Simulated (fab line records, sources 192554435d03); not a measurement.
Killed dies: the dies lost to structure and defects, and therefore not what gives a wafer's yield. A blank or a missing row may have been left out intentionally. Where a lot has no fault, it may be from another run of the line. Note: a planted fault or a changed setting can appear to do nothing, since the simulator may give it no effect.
Chamber matching || flow n5 finfet || ald metal-04 running N5_HKMG_FIN_PWFM_ALD_03: 4 sister chambers
The step deposits TiN, target thk 2 nm, pulse time 1 s, purge time 3 s. 8 wafers are shown with their chamber, then 7 later ones without.

## WAFERS PAIRED WITH THEIR CHAMBERS
{"wafer": "L082.1", "chamber": 1, "heater power w (W)": 855, "precursor pulse height rel": 1.031}
{"wafer": "L083.3", "chamber": 0, "heater power w (W)": 922, "precursor pulse height rel": 0.982}
{"wafer": "L083.4", "chamber": 3, "heater power w (W)": 923, "precursor pulse height rel": 1.008}
{"wafer": "L088.2", "chamber": 2, "heater power w (W)": 820, "precursor pulse height rel": 1.026}
{"wafer": "L088.4", "chamber": 3, "heater power w (W)": 940, "precursor pulse height rel": 0.998}
{"wafer": "L088.5", "chamber": 2, "heater power w (W)": 858, "precursor pulse height rel": 1.012}
{"wafer": "L089.2", "chamber": 0, "heater power w (W)": 896, "precursor pulse height rel": 1.011}
{"wafer": "L089.3", "chamber": 1, "heater power w (W)": 841, "precursor pulse height rel": 1.002}

## WAFERS WHOSE CHAMBER IS MISSING
{"wafer": "L089.5", "heater power w (W)": 827, "precursor pulse height rel": 0.985}
{"wafer": "L090.1", "heater power w (W)": 894, "precursor pulse height rel": 1.021}
{"wafer": "L090.2", "heater power w (W)": 932, "precursor pulse height rel": 0.984}
{"wafer": "L090.3", "heater power w (W)": 852, "precursor pulse height rel": 0.993}
{"wafer": "L090.4", "heater power w (W)": 839, "precursor pulse height rel": 1.003}
{"wafer": "L090.5", "heater power w (W)": 889, "precursor pulse height rel": 0.998}
{"wafer": "L090.6", "heater power w (W)": 843, "precursor pulse height rel": 1.005}

## CHAMBER TAKEN BY EACH
{"wafer": "L089.5", "from the rows above": "can't be placed: 2 or 1", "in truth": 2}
{"wafer": "L090.1", "from the rows above": "can't be placed: 0 or 3 or 1 or 2", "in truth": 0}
{"wafer": "L090.2", "from the rows above": "can't be placed: 3 or 0", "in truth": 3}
{"wafer": "L090.3", "from the rows above": "can't be placed: 1 or 2 or 0", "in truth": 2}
{"wafer": "L090.4", "from the rows above": "can't be placed: 1 or 2", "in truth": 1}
{"wafer": "L090.5", "from the rows above": "can't be placed: 0 or 3 or 1 or 2", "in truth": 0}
{"wafer": "L090.6", "from the rows above": "can't be placed: 1 or 2", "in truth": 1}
Correct placement for 0 of the 7. From these rows, 7 cannot be placed; in 7 the true chamber is one of the candidates. 0 placed wrongly.
How it was worked out, from the rows above alone: a wafer's distance from a chamber is the root of the sum, over the readings, of the square of ((its reading less the chamber's mean) divided by the reading's scatter). If the next closest chamber is less than 2 further off than the closest, the wafer can't be placed; otherwise it belongs to the closest. For every chamber, the mean is computed from those of its wafers that are shown. How the scatter is found: for the shown wafers, subtract from each reading the mean of its chamber, square and add these, divide the total by (wafers less chambers), then take the root.
